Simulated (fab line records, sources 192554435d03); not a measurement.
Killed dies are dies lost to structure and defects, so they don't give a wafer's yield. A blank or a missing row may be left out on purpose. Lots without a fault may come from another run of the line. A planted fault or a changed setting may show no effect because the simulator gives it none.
fab line records | flow n5_finfet
record lots=9 wafers=27 last_day=17
route steps=1938 shown BEOL_M1@776 BEOL_M4@1111 PASSIVATION@1936
lots that met no fault: from a run of the same line without faults
start_h: hours from the record's first day to the start of the lot's first wafer shown | wait_h: hours since the lot's step before | " the same as in the row above | L1.1+2: a row that stands for several wafers | - no value, or no start given | * or withheld: withheld | < > ~ a bound
route shown NAME@n: a module of which the file shows steps, and the number in the route of the first | usual: mean/standard deviation of fault-free wafers | same: alike in all rows | chamber/n: place in a boat | sites: the reading at each site | _std_site: their standard deviation | _edge_site: outer sites' mean less inner sites' | radius_mm: how far each site lies from the wafer's centre | mask NAME#n: copy n | behind: the tool/chamber that last shaped the wafer | hold: why the lot was held/for how many hours/how that ended | device: the transistor (n, p or np) that didn't switch | end of line: the same wafers' tests at the end of the route | a step without rows: its recipe alone | killed: dies lost to structure and defects at the first sort, not the wafer's yield | map: a wafer's dies, x killed, . not, _ none there
set.NAME: the setting as run; set.NAME@STEP: as run at that earlier step | model.NAME: the simulator's own value behind a step, which no gauge read
steps of the route over a sample of lots; a table a step, a row a wafer
services: from which hour (start_h, from the record's first day; less than 0 if before it) a tool's chamber was out of use, for how many hours, and why
## steps
# step N5_BEOL_M1_CD_MEAS_18
# recipe pitch_nm=36 target_cd_nm=18
# usual cd_nm=18.1/0.35
# columns lot.wafer tool chamber start_h wait_h cd_nm
L116.2 cd_sem-01 - 120.33 0.1 18.6
L116.3 " - " " 18.0
L116.6 " - " " 18.0
L120.1 cd_sem-03 - 155.93 0.1 18.1
L120.2 " - " " 18.1
L120.5 " - " " 18.1
L121.2 cd_sem-01 - 161.19 0.1 18.3
L121.3 " - " " 18.1
L121.6 " - " " 18.2
L125.1 cd_sem-03 - 171.94 0.0 18.4
L125.2 " - " " 17.7
L125.6 " - " " 18.0
L126.1 cd_sem-03 - 176.94 0.0 18.1
L126.4 " - " " 17.9
L126.5 " - " " 17.6
L127.1 cd_sem-03 - 188.25 0.0 18.1
L127.3 " - " " 17.8
L127.6 " - " " 17.7
L134.1 cd_sem-02 - 230.12 0.0 18.0
L134.2 " - " " 18.1
L134.3 " - " " 18.2
L136.1 cd_sem-01 - 247.16 0.0 18.1
L136.4 " - " " 18.0
L136.5 " - " " 17.9
L137.2 cd_sem-01 - 253.55 0.1 17.5
L137.3 " - " " 18.1
L137.6 " - " " 17.8
# step N5_BEOL_M1_INSPECT_30
# recipe mode=adi inspect_instrument=brightfield
# usual raw_defect_count=424/83
# columns lot.wafer tool chamber start_h wait_h raw_defect_count
L116.2 defect_inspect-01 - 120.86 0.0 332
L116.3 " - " " 353
L116.6 " - " " 406
L120.1 defect_inspect-02 - 156.34 0.1 377
L120.2 " - " " 318
L120.5 " - " " 375
L121.2 defect_inspect-02 - 161.60 0.0 534
L121.3 " - " " 584
L121.6 " - " " 496
L125.1 defect_inspect-02 - 172.37 0.1 431
L125.2 " - " " 575
L125.6 " - " " 491
L126.1 defect_inspect-01 - 177.47 0.1 327
L126.4 " - " " 247
L126.5 " - " " 350
L127.1 defect_inspect-02 - 188.66 0.1 543
L127.3 " - " " 473
L127.6 " - " " 493
L134.1 defect_inspect-02 - 230.65 0.1 559
L134.2 " - " " 423
L134.3 " - " " 443
L136.1 defect_inspect-02 - 247.69 0.1 486
L136.4 " - " " 500
L136.5 " - " " 491
L137.2 defect_inspect-02 - 254.08 0.0 458
L137.3 " - " " 421
L137.6 " - " " 558
# step N5_BEOL_M1_VIA_ETCH_34
# recipe chemistry=C4F6/O2 target_depth_a=678 mask_material=SOC pressure_mtorr=15 ion_energy_ev=250 taper_deg=4 time_s=64.4 source_w=350 bias_w=170 Ar_flow_sccm=300 C4F6_flow_sccm=10 O2_flow_sccm=10
# usual O2_flow_sccm=10.01/0.031 bias_w=170.0/0.5 drypump_motor_current_A=5.43/0.29 oes_product_au=0.77/0.1 rf_fwd_power_W=346.9/1.5 rf_vpp_V=667/8.8 showerhead_plenum_p_Torr=2.88/0.08 throttle_valve_pct=30.71/0.29
# columns lot.wafer tool chamber start_h wait_h O2_flow_sccm bias_w drypump_motor_current_A oes_product_au rf_fwd_power_W rf_hours_counter_h rf_vpp_V showerhead_plenum_p_Torr throttle_valve_pct
L116.2 rie_diel-05 1 131.10 0.0 10.02 169.9 5.44 0.97 346.4 7 667 2.79 30.28
L116.3 " 0 " " 10.02 169.7 5.00 0.69 344.1 235 658 2.92 31.12
L116.6 " 1 " " 10.04 170.5 5.45 0.98 344.2 - 666 2.79 30.30
L120.1 rie_diel-03 1 171.25 0.0 10.00 169.6 5.28 0.82 348.5 55 666 3.02 30.98
L120.2 " 0 " " 10.01 168.8 5.93 0.71 346.5 188 667 2.82 30.24
L120.5 " 2 " " 10.02 169.9 5.28 0.68 346.6 - 658 2.81 30.75
L121.2 rie_diel-03 1 172.31 0.0 9.96 170.1 5.29 0.83 347.3 55 667 3.02 30.98
L121.3 " 0 " " 9.99 169.6 5.95 0.71 348.6 189 667 2.82 30.24
L121.6 " 0 " " 10.01 169.6 5.93 0.71 347.3 - 668 2.82 30.22
L125.1 rie_diel-03 2 179.11 0.0 9.97 170.4 5.28 0.68 346.7 228 661 2.80 30.74
L125.2 " 0 " " 9.98 168.9 5.93 0.71 346.9 190 668 2.82 30.22
L125.6 " 1 " " 10.02 169.8 5.31 0.82 346.7 - 667 3.02 30.97
L126.1 rie_diel-05 0 179.58 0.0 10.04 170.4 5.06 0.68 347.9 249 658 2.91 31.13
L126.4 " 2 " " 10.01 170.6 5.69 0.99 348.2 3 655 2.93 30.82
L126.5 " 3 " " 9.99 170.7 5.30 0.74 346.8 - 672 2.84 30.79
L127.1 rie_diel-03 3 189.63 0.0 9.95 169.9 5.14 0.69 348.2 244 689 2.90 30.91
L127.3 " 0 " " 9.98 169.6 5.94 0.71 347.0 193 667 2.81 30.25
L127.6 " 0 " " 9.97 169.8 5.95 0.71 348.1 - 667 2.81 30.25
L134.1 rie_diel-03 2 235.67 0.0 10.01 169.5 5.31 0.67 345.5 247 661 2.80 30.77
L134.2 " 0 " " 9.97 169.6 5.94 0.70 349.4 209 669 2.81 30.24
L134.3 " 1 " " 10.06 169.9 5.28 0.81 345.6 76 666 3.02 30.99
L136.1 rie_diel-03 1 248.67 0.0 10.04 170.8 5.29 0.80 348.0 79 666 3.01 31.00
L136.4 " 2 " " 9.99 170.9 5.25 0.66 346.1 250 660 2.79 30.78
L136.5 " 2 " " 9.99 170.3 5.24 0.67 348.4 - 660 2.80 30.77
L137.2 rie_diel-05 3 256.89 0.0 10.00 169.4 5.26 0.72 347.6 184 673 2.82 30.81
L137.3 " 2 " " 9.96 170.4 5.70 0.90 348.8 29 656 2.92 30.84
L137.6 " 1 " " 10.00 170.4 5.45 0.88 344.0 - 665 2.77 30.33
# step N5_BEOL_M1_TRENCH_ETCH_37
# recipe chemistry=C4F6/O2 target_depth_a=552.07 target=SiOC time_s=29 ion_energy_ev=250 pressure_mtorr=30 source_w=355 bias_w=185 Ar_flow_sccm=300 C4F6_flow_sccm=10 O2_flow_sccm=10
# usual O2_flow_sccm=10.00/0.03 bias_w=185.0/0.53 drypump_motor_current_A=5.43/0.28 oes_product_au=0.77/0.1 rf_fwd_power_W=350.0/1.8 rf_vpp_V=667/9 showerhead_plenum_p_Torr=2.88/0.08 throttle_valve_pct=20.83/0.24
# columns lot.wafer tool chamber start_h wait_h O2_flow_sccm bias_w drypump_motor_current_A oes_product_au rf_fwd_power_W rf_hours_counter_h rf_vpp_V showerhead_plenum_p_Torr throttle_valve_pct
L116.2 rie_diel-05 1 131.20 - 10.01 185.1 5.42 0.96 346.9 8 666 2.79 20.37
L116.3 " 0 " " 9.97 185.0 5.02 0.68 352.7 235 658 2.92 21.21
L116.6 " 1 " " 10.03 184.6 5.44 0.98 348.8 - 667 2.79 20.35
L120.1 rie_diel-03 1 171.35 - 10.00 185.2 5.28 0.82 350.3 55 667 3.03 20.90
L120.2 " 0 " " 10.02 184.7 5.91 0.72 350.4 188 668 2.82 20.55
L120.5 " 2 " " 9.99 184.9 5.29 0.69 349.1 - 660 2.81 20.97
L121.2 rie_diel-03 1 172.41 - 10.00 184.5 5.28 0.83 349.7 56 667 3.03 20.90
L121.3 " 0 " " 10.02 184.1 5.93 0.71 350.6 189 668 2.82 20.55
L121.6 " 0 " " 10.03 184.4 5.93 0.71 349.7 - 668 2.82 20.53
L125.1 rie_diel-03 2 179.21 - 10.02 185.4 5.27 0.69 348.3 228 660 2.81 21.00
L125.2 " 0 " " 10.01 185.8 5.95 0.71 350.7 190 668 2.82 20.55
L125.6 " 1 " " 10.03 184.9 5.27 0.82 350.0 - 667 3.03 20.92
L126.1 rie_diel-05 0 179.68 - 9.97 185.0 5.03 0.67 351.5 249 657 2.91 21.23
L126.4 " 2 " " 10.00 184.9 5.71 0.98 351.8 3 655 2.94 20.66
L126.5 " 3 " " 10.01 184.9 5.32 0.74 351.2 - 671 2.84 20.91
L127.1 rie_diel-03 3 189.73 - 10.02 185.2 5.15 0.69 350.5 244 689 2.91 21.09
L127.3 " 0 " " 10.04 184.0 5.94 0.71 350.0 194 668 2.82 20.57
L127.6 " 0 " " 10.01 184.6 5.94 0.71 351.6 - 668 2.82 20.56
L134.1 rie_diel-03 2 235.77 - 10.04 185.4 5.26 0.62 264.4 247 760 2.80 20.99
L134.2 " 0 " " 9.96 185.0 5.95 0.66 265.6 209 769 2.81 20.58
L134.3 " 1 " " 9.99 184.9 5.29 0.75 266.1 76 767 3.02 20.94
L136.1 rie_diel-03 1 248.77 - 10.01 184.9 5.28 0.75 266.0 79 767 3.02 20.93
L136.4 " 2 " " 9.96 185.4 5.23 0.63 264.9 250 759 2.80 20.99
L136.5 " 2 " " 9.98 183.8 5.25 0.63 265.8 - 759 2.80 20.98
L137.2 rie_diel-05 3 256.99 - 10.01 185.1 5.33 0.72 351.6 184 671 2.83 20.95
L137.3 " 2 " " 10.00 185.5 5.72 0.91 352.1 29 653 2.92 20.72
L137.6 " 1 " " 9.98 185.0 5.47 0.88 345.8 - 666 2.77 20.41
# step N5_BEOL_M1_OCD_MEAS_38
# usual trench_depth_nm=55.2/1.1
# columns lot.wafer tool chamber start_h wait_h trench_depth_nm
L116.2 ocd-01 - 131.36 - 56.1
L116.3 " - " " 53.9
L116.6 " - " " 56.5
L120.1 ocd-02 - 171.50 - 55.8
L120.2 " - " " 54.1
L120.5 " - " " 54.3
L121.2 ocd-01 - 172.56 - 55.6
L121.3 " - " " 53.3
L121.6 " - " " 53.4
L125.1 ocd-02 - 179.37 - 54.2
L125.2 " - " " 53.3
L125.6 " - " " 55.9
L126.1 ocd-01 - 179.84 - 53.9
L126.4 " - " " 56.6
L126.5 " - " " 55.4
L127.1 ocd-02 - 189.88 - 55.6
L127.3 " - " " 53.4
L127.6 " - " " 54.0
L134.1 ocd-02 - 235.92 - 48.7
L134.2 " - " " 48.2
L134.3 " - " " 49.8
L136.1 ocd-01 - 248.93 - 50.1
L136.4 " - " " 48.8
L136.5 " - " " 48.7
L137.2 ocd-01 - 257.15 - 55.4
L137.3 " - " " 56.7
L137.6 " - " " 56.3
# step N5_BEOL_M4_RC_MEAS_101
# usual DIBL_N=36.4/1.7 DIBL_P=36.4/2.1 IOFF_N=0.16/0.035 IOFF_P=0.21/0.035 ION_N=680/11 ION_P=465/6.8 SS_N=71.5/0.58 SS_P=73.2/0.72 VT_N=249/3.6 VT_P=-250/3.1
# columns lot.wafer tool chamber start_h wait_h DIBL_N[mV/V] DIBL_P[mV/V] IOFF_N[nA/um] IOFF_P[nA/um] ION_N[uA/um] ION_P[uA/um] SS_N[mV/dec] SS_P[mV/dec] VT_N[mV] VT_P[mV]
L116.2 prober-02 0 180.10 0.2 38.5 37.3 0.18 0.21 693 464 71.5 73.9 246 -248
L116.3 " 0 " " 37.1 34.6 0.14 0.17 685 461 71.3 73.2 253 -254
L116.6 " 0 " " 36.7 34.6 0.14 0.15 668 447 71.4 73.4 253 -254
L121.2 prober-02 0 209.50 0.2 37.9 39.1 0.19 0.23 686 461 72.5 74.7 247 -251
L121.3 " 0 " " 35.0 34.9 0.13 0.17 666 458 70.4 73.3 255 -254
L121.6 " 0 " " 37.2 37.8 0.16 0.21 669 459 71.7 73.2 251 -252
L120.1 prober-02 0 213.96 0.0 35.7 37.8 0.17 0.19 678 457 71.7 73.8 250 -254
L120.2 " 0 " " 34.6 35.9 0.14 0.17 662 451 71.5 73.2 252 -256
L120.5 " 0 " " 36.0 37.8 0.18 0.20 680 459 71.9 74.4 247 -251
L125.1 prober-02 0 218.23 0.0 36.5 36.4 0.14 0.19 686 472 72.0 73.6 251 -252
L125.2 " 0 " " 38.0 39.3 0.19 0.24 693 474 71.2 73.5 249 -249
L125.6 " 0 " " 40.3 42.2 0.24 0.30 701 475 72.4 74.3 244 -245
L126.1 prober-01 0 220.75 0.0 37.7 36.4 0.19 0.24 697 474 71.9 73.2 244 -246
L126.4 " 0 " " 35.5 33.3 0.13 0.18 655 457 71.9 72.4 252 -252
L126.5 " 0 " " 35.9 34.8 0.14 0.21 682 469 71.6 72.8 246 -246
L127.1 prober-02 0 233.07 0.0 37.5 39.5 0.18 0.23 680 463 71.6 74.5 249 -249
L127.3 " 0 " " 37.0 37.7 0.16 0.20 662 456 71.4 73.6 250 -251
L127.6 " 0 " " 38.2 39.3 0.19 0.22 677 458 71.7 74.7 247 -249
L134.1 prober-02 0 278.91 0.0 34.0 33.9 0.12 0.15 664 457 71.4 72.0 256 -253
L134.2 " 0 " " 37.2 36.5 0.16 0.19 674 458 71.8 72.7 250 -252
L134.3 " 0 " " 35.8 35.5 0.14 0.18 676 464 70.8 72.2 252 -255
L137.2 prober-02 0 293.39 0.2 39.5 40.4 0.24 0.28 686 463 73.2 74.5 243 -247
L137.3 " 0 " " 37.7 37.7 0.19 0.23 702 471 71.0 73.2 243 -249
L137.6 " 0 " " 41.5 42.8 0.31 0.32 717 480 72.9 75.0 239 -245
L136.1 prober-01 0 302.39 0.0 36.7 38.0 0.19 0.23 681 460 71.7 73.4 245 -249
L136.4 " 0 " " 35.4 35.9 0.17 0.19 684 460 71.5 73.1 246 -253
L136.5 " 0 " " 35.4 36.5 0.18 0.19 690 466 71.6 73.5 248 -254
# step N5_PASSIVATION_PROBE_49
# usual defect_limited_yield=91.3/1.4 killed_at_M0_to_M3=36/11 killed_at_M4_up=13/5.2 killed_at_contacts=13/6.5 killed_at_front_end=37/11 killed_at_other=3.6/2.9 killed_dies=103/17 killed_open=68/12 killed_short=33/7.3 sort_bin_4_leakage=0.01/0.039 sort_bin_5_function=5.2/0.91 sort_bin_6_memory=3.2/0.67 sort_n_pass=1077/17 sort_yield_pct=91.3/1.4
# same gross_dies=1180 killed_at_back_side=0 sort_bin_8_speed[%]=0
# columns lot.wafer tool chamber start_h wait_h defect_limited_yield[%] killed_at_M0_to_M3 killed_at_M4_up killed_at_contacts killed_at_front_end killed_at_other killed_dies killed_open killed_short sort_bin_4_leakage[%] sort_bin_5_function[%] sort_bin_6_memory[%] sort_n_pass sort_yield_pct[%]
L116.2 prober-01 - 289.88 0.1 90.1 38 7 12 54 6 117 78 38 0 6.3 3.1 1063 90.1
L116.3 prober-01 - 289.93 0.1 94.1 17 11 15 23 4 70 48 21 0 3.9 1.9 1110 94.1
L116.6 prober-01 - 290.08 0.3 93.1 32 4 17 26 3 82 54 28 0 3.8 3.0 1098 93.1
L120.1 prober-01 - 319.80 0.0 93.2 33 8 6 32 1 80 55 25 0 3.9 2.4 1100 93.2
L120.2 prober-01 - 319.85 0.1 93.7 33 13 11 17 0 74 49 25 0 4.0 2.2 1106 93.7
L120.5 prober-01 - 320.00 0.2 92.7 27 16 4 38 1 86 56 30 0 3.6 3.1 1094 92.7
L121.2 prober-01 - 320.36 0.1 92.2 37 14 2 38 1 92 62 30 0 4.7 2.7 1088 92.2
L121.3 prober-01 - 320.41 0.1 91.2 42 16 7 34 5 104 74 29 0 5.3 3.3 1076 91.2
L121.6 prober-01 - 320.56 0.3 91.2 44 10 17 25 8 104 78 26 0 5.0 3.6 1076 91.2
L125.1 prober-01 - 332.93 0.0 89.7 58 7 11 37 9 122 77 44 0 6.4 3.6 1058 89.7
L125.2 prober-01 - 332.98 0.1 90.2 35 12 11 55 3 116 79 37 0 5.8 3.7 1064 90.2
L125.6 prober-01 - 333.18 0.3 89.4 44 6 26 41 8 125 75 50 0.08 6.6 3.9 1054 89.3
L127.1 prober-01 - 337.46 0.0 91.4 43 13 23 18 5 102 66 36 0 4.8 3.3 1078 91.4
L127.3 prober-01 - 337.56 0.1 92.3 30 10 8 33 10 91 53 37 0 4.7 2.9 1089 92.3
L127.6 prober-01 - 337.71 0.3 90.4 36 16 12 47 2 113 75 37 0 5.3 3.7 1067 90.4
L126.1 prober-01 - 341.32 0.0 87.3 47 7 12 81 3 150 99 51 0 7.5 5.1 1030 87.3
L126.4 prober-01 - 341.47 0.2 89.6 38 21 5 56 3 123 77 45 0 6.2 3.9 1057 89.6
L126.5 prober-01 - 341.52 0.2 90.4 46 16 4 36 11 113 75 38 0 5.8 3.5 1067 90.4
L134.1 prober-01 - 383.78 0.0 93.1 23 7 19 32 1 82 58 24 0 3.9 2.9 1098 93.1
L134.2 prober-01 - 383.83 0.1 89.9 38 7 33 37 4 119 81 32 0 6.2 3.1 1061 89.9
L134.3 prober-01 - 383.88 0.1 92.8 20 13 17 35 0 85 60 25 0 4.4 2.5 1095 92.8
L137.2 prober-01 - 400.11 0.1 93.1 27 9 7 37 2 82 61 20 0 3.7 3.1 1098 93.1
L137.3 prober-01 - 400.16 0.1 91.1 32 13 15 38 7 105 78 26 0 5.2 3.3 1075 91.1
L137.6 prober-01 - 400.31 0.3 92.0 24 12 15 36 7 94 54 39 0.42 4.7 2.7 1081 91.6
L136.1 prober-02 - 409.66 0.0 89.7 48 21 13 37 3 122 85 33 0 6.4 3.2 1058 89.7
L136.4 prober-02 - 409.81 0.2 91.7 45 14 18 18 3 98 63 32 0 5.0 3.1 1082 91.7
L136.5 prober-02 - 409.86 0.2 89.7 46 14 18 40 3 121 78 39 0 6.5 3.4 1059 89.7
# killed by level:class
L116.2 STI_FIN_REVEAL:geometric_particle:open=16 MOL_CONTACT_COAG:geometric_particle:open=12 FIN_SAQP:geometric_particle:open=7 BEOL_M3:geometric_particle:open=7 BEOL_M2:geometric_particle:open=7 DUMMY_GATE:geometric_particle:open=6 BEOL_M1:geometric_particle:open=6 BEOL_M2:geometric_particle:short=6
L116.3 MOL_CONTACT_COAG:geometric_particle:open=11 STI_FIN_REVEAL:geometric_particle:open=7 BEOL_M3:geometric_particle:open=6 BEOL_M4:geometric_particle:open=6 MOL_CONTACT_COAG:geometric_particle:short=4 BEOL_M2:geometric_particle:open=4 FIN_SAQP:geometric_particle:short=3 DUMMY_GATE:geometric_particle:open=2
L116.6 MOL_CONTACT_COAG:geometric_particle:open=13 BEOL_M0:geometric_particle:open=7 BEOL_M3:geometric_particle:open=7 BEOL_M0_SAQP:geometric_particle:short=6 FIN_SAQP:geometric_particle:open=5 GATE_CUT:geometric_particle:short=5 BEOL_M2:geometric_particle:open=5 MOL_CONTACT_COAG:geometric_particle:short=4
L120.1 FIN_SAQP:geometric_particle:open=8 BEOL_M0_SAQP:geometric_particle:short=8 MOL_CONTACT_COAG:geometric_particle:open=6 BEOL_M1:geometric_particle:open=6 BEOL_M2:geometric_particle:open=6 BEOL_M3:geometric_particle:open=6 DUMMY_GATE:geometric_particle:open=5 BEOL_M0_SAQP:geometric_particle:open=5
L120.2 BEOL_M0_SAQP:geometric_particle:open=9 MOL_CONTACT_COAG:geometric_particle:open=8 BEOL_M2:geometric_particle:open=8 BEOL_M0_SAQP:geometric_particle:short=6 BEOL_M1:geometric_particle:open=6 GATE_CUT:geometric_particle:short=4 BEOL_M4:geometric_particle:open=4 FIN_SAQP:geometric_particle:short=3
L120.5 STI_FIN_REVEAL:geometric_particle:open=8 BEOL_M4:geometric_particle:open=8 FIN_SAQP:geometric_particle:open=7 FIN_SAQP:geometric_particle:short=6 BEOL_M0_SAQP:geometric_particle:short=6 BEOL_M1:geometric_particle:open=6 BEOL_M2:geometric_particle:open=5 BEOL_M3:geometric_particle:open=5
L121.2 FIN_SAQP:geometric_particle:short=10 BEOL_M0_SAQP:geometric_particle:open=9 BEOL_M2:geometric_particle:open=8 BEOL_M3:geometric_particle:open=8 FIN_SAQP:geometric_particle:open=6 STI_FIN_REVEAL:geometric_particle:open=6 BEOL_M5:geometric_particle:open=5 DUMMY_GATE:geometric_particle:open=4
L121.3 BEOL_M0_SAQP:geometric_particle:open=15 FIN_SAQP:geometric_particle:open=8 BEOL_M3:geometric_particle:open=8 MOL_CONTACT_COAG:geometric_particle:open=7 BEOL_M1:geometric_particle:open=7 FIN_SAQP:geometric_particle:short=6 BEOL_M0_SAQP:geometric_particle:short=6 STI_FIN_REVEAL:geometric_particle:open=5
L121.6 BEOL_M2:geometric_particle:open=16 MOL_CONTACT_COAG:geometric_particle:open=15 BEOL_M3:geometric_particle:open=9 STI_FIN_REVEAL:geometric_particle:open=8 BEOL_M4:geometric_particle:open=6 BEOL_M0_SAQP:geometric_particle:short=5 FIN_SAQP:geometric_particle:short=4 PASS1_CAP:geometric_particle:open=4
L125.1 BEOL_M0_SAQP:geometric_particle:open=15 BEOL_M0_SAQP:geometric_particle:short=13 GATE_CUT:geometric_particle:short=10 MOL_CONTACT_COAG:geometric_particle:open=9 BEOL_M2:geometric_particle:open=8 FIN_SAQP:geometric_particle:open=7 BEOL_M3:geometric_particle:open=7 STI_FIN_REVEAL:geometric_particle:open=5
L125.2 STI_FIN_REVEAL:geometric_particle:open=14 MOL_CONTACT_COAG:geometric_particle:open=10 BEOL_M2:geometric_particle:open=9 BEOL_M0_SAQP:geometric_particle:open=8 FIN_SAQP:geometric_particle:short=7 FIN_SAQP:geometric_particle:open=7 STI_FIN_REVEAL:geometric_particle:short=5 BEOL_M5:geometric_particle:open=5
L125.6 MOL_CONTACT_COAG:geometric_particle:open=18 BEOL_M0_SAQP:geometric_particle:short=12 FIN_SAQP:geometric_particle:short=9 BEOL_M0_SAQP:geometric_particle:open=9 FIN_SAQP:geometric_particle:open=8 MOL_CONTACT_COAG:geometric_particle:short=8 STI_FIN_REVEAL:geometric_particle:open=6 BEOL_M1:geometric_particle:open=6
L127.1 MOL_CONTACT_COAG:geometric_particle:open=18 BEOL_M3:geometric_particle:open=10 BEOL_M0_SAQP:geometric_particle:open=8 BEOL_M0_SAQP:geometric_particle:short=7 GATE_CUT:geometric_particle:short=5 MOL_CONTACT_COAG:geometric_particle:short=5 BEOL_M3:geometric_particle:short=5 BEOL_M1:geometric_particle:open=4
L127.3 BEOL_M0_SAQP:geometric_particle:short=12 FIN_SAQP:geometric_particle:open=11 BEOL_M0_SAQP:geometric_particle:open=7 GATE_CUT:geometric_particle:short=6 MOL_CONTACT_COAG:geometric_particle:open=6 BEOL_M3:geometric_particle:open=5 MIM_TOP_ETCH:geometric_particle:short=5 GATE_CUT:geometric_particle:open=4
L127.6 FIN_SAQP:geometric_particle:open=15 BEOL_M4:geometric_particle:open=11 BEOL_M0_SAQP:geometric_particle:open=10 STI_FIN_REVEAL:geometric_particle:open=10 MOL_CONTACT_COAG:geometric_particle:open=8 BEOL_M0_SAQP:geometric_particle:short=7 FIN_SAQP:geometric_particle:short=6 BEOL_M1:geometric_particle:open=6
L126.1 STI_FIN_REVEAL:geometric_particle:open=37 FIN_SAQP:geometric_particle:open=13 BEOL_M0_SAQP:geometric_particle:short=12 BEOL_M0_SAQP:geometric_particle:open=10 BEOL_M2:geometric_particle:open=10 MOL_CONTACT_COAG:geometric_particle:open=9 GATE_CUT:geometric_particle:short=8 STI_FIN_REVEAL:geometric_particle:short=7
L126.4 FIN_SAQP:geometric_particle:short=13 STI_FIN_REVEAL:geometric_particle:open=13 FIN_SAQP:geometric_particle:open=12 BEOL_M4:geometric_particle:open=10 BEOL_M2:geometric_particle:open=9 BEOL_M0_SAQP:geometric_particle:short=8 BEOL_M0_SAQP:geometric_particle:open=7 BEOL_M1:geometric_particle:short=6
L126.5 BEOL_M2:geometric_particle:open=16 STI_FIN_REVEAL:geometric_particle:open=13 FIN_SAQP:geometric_particle:short=7 BEOL_M4:geometric_particle:open=7 BEOL_M2:geometric_particle:short=6 BEOL_M3:geometric_particle:open=6 FIN_SAQP:geometric_particle:open=5 BEOL_M0_SAQP:geometric_particle:open=5
L134.1 MOL_CONTACT_COAG:geometric_particle:open=17 STI_FIN_REVEAL:geometric_particle:open=8 BEOL_M0_SAQP:geometric_particle:open=6 DUMMY_GATE:geometric_particle:open=5 BEOL_M0_SAQP:geometric_particle:short=4 BEOL_M1:geometric_particle:open=4 FIN_SAQP:geometric_particle:short=3 FIN_SAQP:geometric_particle:open=3
L134.2 MOL_CONTACT_COAG:geometric_particle:open=26 BEOL_M1:geometric_particle:open=11 BEOL_M0_SAQP:geometric_particle:open=9 MOL_CONTACT_COAG:geometric_particle:short=7 BEOL_M0_SAQP:geometric_particle:short=7 STI_FIN_REVEAL:geometric_particle:open=6 HKMG_FIN:area_etch=6 DUMMY_GATE:geometric_particle:open=5
L134.3 MOL_CONTACT_COAG:geometric_particle:open=14 BEOL_M0_SAQP:geometric_particle:short=7 FIN_SAQP:geometric_particle:open=6 STI_FIN_REVEAL:geometric_particle:open=6 BEOL_M8:geometric_particle:open=5 DUMMY_GATE:geometric_particle:open=4 BEOL_M0_SAQP:geometric_particle:open=4 BEOL_M5:geometric_particle:open=4
L137.2 FIN_SAQP:geometric_particle:open=12 DUMMY_GATE:geometric_particle:open=9 BEOL_M2:geometric_particle:open=8 MOL_CONTACT_COAG:geometric_particle:open=7 BEOL_M0_SAQP:geometric_particle:short=6 BEOL_M0_SAQP:geometric_particle:open=6 BEOL_M1:geometric_particle:open=5 FIN_SAQP:geometric_particle:short=4
L137.3 MOL_CONTACT_COAG:geometric_particle:open=14 BEOL_M1:geometric_particle:open=10 BEOL_M3:geometric_particle:open=10 BEOL_M4:geometric_particle:open=8 FIN_SAQP:geometric_particle:short=6 STI_FIN_REVEAL:geometric_particle:open=5 FIN_SAQP:geometric_particle:open=4 BEOL_M0_SAQP:geometric_particle:short=4
L137.6 MOL_CONTACT_COAG:geometric_particle:open=13 FIN_SAQP:geometric_particle:short=12 BEOL_M0_SAQP:geometric_particle:short=10 BEOL_M0_SAQP:geometric_particle:open=9 FIN_SAQP:geometric_particle:open=5 STI_FIN_REVEAL:geometric_particle:open=5 BEOL_M6:geometric_particle:open=5 PASS1_CAP:geometric_particle:open=3
L136.1 MOL_CONTACT_COAG:geometric_particle:open=12 BEOL_M0_SAQP:geometric_particle:short=12 FIN_SAQP:geometric_particle:open=11 BEOL_M2:geometric_particle:open=10 BEOL_M3:geometric_particle:open=10 BEOL_M4:geometric_particle:open=9 STARTING-WAFER:geometric_particle:open=6 FIN_SAQP:geometric_particle:short=4
L136.4 MOL_CONTACT_COAG:geometric_particle:open=15 BEOL_M2:geometric_particle:open=12 BEOL_M0_SAQP:geometric_particle:short=8 BEOL_M1:geometric_particle:open=7 GATE_CUT:geometric_particle:short=6 BEOL_M3:geometric_particle:open=6 BEOL_M4:geometric_particle:open=6 FIN_SAQP:geometric_particle:open=5
L136.5 MOL_CONTACT_COAG:geometric_particle:open=13 BEOL_M0_SAQP:geometric_particle:open=11 BEOL_M1:geometric_particle:open=8 FIN_SAQP:geometric_particle:short=7 GATE_CUT:geometric_particle:short=7 BEOL_M2:geometric_particle:open=7 BEOL_M3:geometric_particle:open=7 GATE_CUT:geometric_particle:open=6
## services
# columns tool chamber start_h hours kind
rie_diel-05 2 156.15 - clean
rie_diel-05 2 156.15 - consumable_replace:focus_ring
rie_diel-05 2 156.15 14.8 scheduled_down
rie_diel-05 2 156.15 14.8 vent_cycle
rie_diel-05 0 183.06 - clean
rie_diel-05 0 183.06 - consumable_replace:focus_ring
rie_diel-05 0 183.06 30.2 scheduled_down
rie_diel-05 0 183.06 30.2 vent_cycle
rie_diel-05 - 184.13 1.2 repair
rie_diel-03 3 207.89 9.7 repair
rie_diel-03 3 218.18 - clean
rie_diel-03 3 218.18 - consumable_replace:focus_ring
rie_diel-03 3 218.18 18.2 scheduled_down
rie_diel-03 3 218.18 18.2 vent_cycle
rie_diel-03 - 223.67 1.2 repair
rie_diel-03 2 249.30 - clean
rie_diel-03 2 249.30 - consumable_replace:focus_ring
rie_diel-03 2 249.30 16.8 scheduled_down
rie_diel-03 2 249.30 16.8 vent_cycle
rie_diel-03 - 252.99 2.8 pm
## key
first_sign step=N5_BEOL_M1_TRENCH_ETCH_37 reading=rf_fwd_power_W direction=down sigmas=47 usual=* struck=*
effect step=N5_BEOL_M1_TRENCH_ETCH_37 reading=rf_vpp_V direction=up sigmas=11 usual=667 struck=764
effect step=N5_BEOL_M1_OCD_MEAS_38 reading=trench_depth_nm direction=down sigmas=5.8 usual=55.2 struck=49.0
met_at N5_BEOL_M1_TRENCH_ETCH_37
struck_lots L134,L136
not_acting_at N5_BEOL_M1_CD_MEAS_18,N5_BEOL_M1_INSPECT_30,N5_BEOL_M1_VIA_ETCH_34
onset_between 189.73 235.77
fault kind=process_parameter_drift tool=rie_diel-03 chamber=- onset_h=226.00 steps=N5_BEOL_M1_TRENCH_ETCH_37 channel=source_w offset=-85.2 shape=step end_h=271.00 acts_in=these_recipes_only stated=355
